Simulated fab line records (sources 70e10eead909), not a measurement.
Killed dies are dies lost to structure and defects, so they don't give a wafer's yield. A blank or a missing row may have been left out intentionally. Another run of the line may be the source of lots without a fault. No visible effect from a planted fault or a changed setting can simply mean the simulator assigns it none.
The same fault as seen by 3 desks -- flow nandHarc -- each desk holds nothing but its own numbers, with what lay behind them at the end

THE DEFECT DESK
Counts from the inspections along the route, per lot, as means over the sampled wafers that have a number. The brackets show how far a lot's mean lies from the usual mean; more than 4 standard deviations puts the lot out of limits, marked OUT.
Columns: A = rawDefectCount at NHARC_THIN_TSV_INSPECT_40, usual 472
lot,first seen here,A
L125,day 19 16:22,313
L126,day 19 19:28,418
L127,day 20 04:49,404
L128,day 20 16:33,507
L132,day 21 00:10,487
L131,day 21 00:11,450
L130,day 21 05:00,584
L134,day 21 15:58,411
L133,day 21 15:58,422
L139,day 23 05:03,490
L141,day 23 05:03,421
L145,day 24 01:34,541
L146,day 24 01:34,411
L147,day 25 11:45,549
This desk's finding: nothing out of limits on any of the 14 lots.

FROM THE METROLOGY DESK
What the gauges read for every lot (on any tool): the sampled wafers with a number, averaged. The brackets show how far a lot's mean lies from the usual mean; more than 4 standard deviations puts the lot out of limits, marked OUT.
Columns: A = cdNm at NHARC_THIN_TSV_CD_MEAS_12, usual 999.5 nm
lot,first seen here,A
L125,day 19 06:29,1000.4
L126,day 19 07:39,1000.3
L127,day 19 16:11,996.0
L128,day 20 04:08,1001.2
L132,day 20 12:08,1003.2
L131,day 20 13:14,1000.4
L130,day 20 17:07,999.9
L134,day 21 03:27,1000.2
L133,day 21 04:36,1001.0
L139,day 22 16:56,996.8
L141,day 22 18:09,997.5
L145,day 23 12:45,1000.1
L146,day 23 13:48,1000.9
L147,day 25 01:21,998.4
This desk's finding: nothing out of limits on any of the 14 lots.

DESK OF THE TOOL OWNER: lithoTrack-03
The tool's own readings at NHARC_THIN_TSV_DEVELOP_32 (time 70 s): means of the sampled wafers that have a number, for each lot that ran on this tool. The brackets show how far a lot's mean lies from the usual mean; more than 4 standard deviations puts the lot out of limits, marked OUT.
Columns: A = chillPlateTempC at NHARC_THIN_TSV_DEVELOP_32, usual 23.01 C; B = exhaustPa at NHARC_THIN_TSV_DEVELOP_32, usual 45.0 Pa
lot,first seen here,A,B
L126,day 19 13:00,22.90,44.5
L128,day 20 10:00,23.01,44.0
L131,day 20 18:00,23.08,44.2
This desk's finding: nothing out of limits on any of the 3 lots.

BROUGHT TOGETHER
No out-of-limits result turned up at the defect desk.
The metrology desk saw nothing out of limits.
The tool owner's desk saw nothing out of limits.

WHAT HAD BEEN PUT IN BY THE SIMULATOR
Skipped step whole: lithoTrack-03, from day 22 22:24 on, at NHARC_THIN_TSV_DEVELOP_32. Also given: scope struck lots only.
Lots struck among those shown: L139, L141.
